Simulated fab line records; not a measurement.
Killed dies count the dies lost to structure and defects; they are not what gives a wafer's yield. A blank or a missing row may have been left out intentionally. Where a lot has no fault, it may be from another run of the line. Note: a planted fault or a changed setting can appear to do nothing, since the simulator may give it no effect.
A lot that was struck, set against a sound lot    flow n5Finfet    15 steps out of a route of 1938
Sound: wafers L887.4, L887.5, L887.6. Struck: wafers L885.1, L885.3, L885.5. The cause is given at the end.
For every step that has rows: the tool of each side, followed by ch and its chambers, followed by its first start. Under that, the readings that differ: sound wafers    struck wafers    difference of the means    sigmas: that difference in standard deviations of wafers without a fault.
alike: words and numbers the same on both sides, and readings whose means are apart by under 2 such deviations; not compared: readings that were withheld, readings missing a value for some wafer, numbers with overlapping values and no deviation given by the record, and bounds like >300 which may hide the same value.
A row with sigmas, a row that says differs or no value, or rows on one side alone: a step with any of these is where the two part. When numbers do not overlap yet have no deviation, they are printed without sigmas and do not part them. A reading missing from all wafers of one side parts the sides only when that side holds two or more wafers.

N5_HKMG_FIN_STRIP_93: strips SOC in N2/H2, time 20 s.
  sound on rieDiel-04 ch 1,2,3, day 7 19:03; struck on rieDiel-05 ch 1,2, day 7 07:51
  alike: drypumpMotorCurrentA, oesProductAu, rfVppV, showerheadPlenumPTorr, throttleValvePct
  not compared: rfHoursCounterH
then, 1 step without rows for these wafers: N5_HKMG_FIN_WET_ETCH_76 (etches Al2O3 in dNH4OH, stops on La2O3, target depth 2.25 nm, rinse time 30 s).
N5_HKMG_FIN_STRIP_60: strips in N2/H2, time 360 s.
  sound on plasmaAsher-01 ch 0,1, day 7 19:18; struck on plasmaAsher-02 ch 0,1, day 7 08:01
reading           sound        struck       difference  sigmas
heaterPowerW (W)  405 409 410  453 445 458  +44         +2
  alike: drypumpMotorCurrentA
  not compared: rfHoursCounterH
then, 2 steps without rows for these wafers: N5_HKMG_FIN_WET_ETCH_77 (etches La2O3 in dHCl, stops on HfO2, target depth 2 nm); N5_HKMG_FIN_WET_ETCH_78 (etches Al2O3 in dNH4OH, stops on La2O3, target depth 4.5 nm, rinse time 30 s).
N5_HKMG_FIN_ALD_79: deposits TiN, target thk 1.5 nm, pulse time 1 s, purge time 3 s.
  sound on aldMetal-04 ch 0,2,3, day 7 19:40; struck on aldMetal-01 ch 0,1,3, day 7 08:30
  alike: heaterPowerW, precursorPulseHeightRel, susceptorTempC
N5_HKMG_FIN_CVD_62: deposits a-Si from Si2H6, target thk 3 nm, time 20.8 s.
  sound on thermalCvdSi-01 ch 0,1,2, day 7 20:05; struck on thermalCvdSi-01 ch 0,2, day 7 08:52
  alike: heaterPowerW
then, 5 steps without rows for these wafers: N5_HKMG_FIN_RTA_80 (time 2 s); N5_HKMG_FIN_PRECLEAN_64 (cleans in dHF, time 30 s); N5_HKMG_FIN_WET_ETCH_65 (etches a-Si in TMAH, stops on TiN, time 49 s, target depth 3 nm); N5_HKMG_FIN_WET_ETCH_81 (etches TiN in SC1, stops on HfO2, time 57 s, target depth 6 nm); N5_HKMG_FIN_WET_ETCH_82 (etches La2O3 in dHCl, stops on HfO2, target depth 2 nm, rinse time 30 s).
N5_HKMG_FIN_ALD_36: deposits TiN, target thk 1 nm, pulse time 1 s, purge time 3 s.
  sound on aldMetal-01 ch 1,2,3, day 7 20:34; struck on aldMetal-02 ch 0,1,3, day 7 09:28
reading             sound                 struck                difference  sigmas
susceptorTempC (C)  400.04 399.92 399.74  408.73 409.14 408.90  +9.02       +43
  alike: heaterPowerW, precursorPulseHeightRel
N5_HKMG_FIN_THK_MEAS_70: measures by xrf.
  struck on filmMetro-01, day 7 09:45; sound on filmMetro-01, day 7 20:43
  alike: HK_THK
-- record jumps: 8 days separate the struck wafers' starts on either side; left off in module HKMG_FIN, taken up again in module BEOL_M4, whose first shown step is the route's number 1111 --
N5_BEOL_M4_RC_MEAS_101:
  sound on prober-01 ch 0, day 17 07:47; struck on prober-01 ch 0, day 15 10:29
reading        sound           struck          difference  sigmas
SS_N (mV/dec)  71.5 71.4 70.6  72.4 72.8 73.1  +1.6        +3
  alike: DIBL_N, DIBL_P, IOFF_N, IOFF_P, ION_N, ION_P, SS_P, VT_N, VT_P

== WHERE THEY PART ==
First at N5_HKMG_FIN_STRIP_60; last, within this record, at N5_BEOL_M4_RC_MEAS_101.

WHY: the cause the simulator had injected
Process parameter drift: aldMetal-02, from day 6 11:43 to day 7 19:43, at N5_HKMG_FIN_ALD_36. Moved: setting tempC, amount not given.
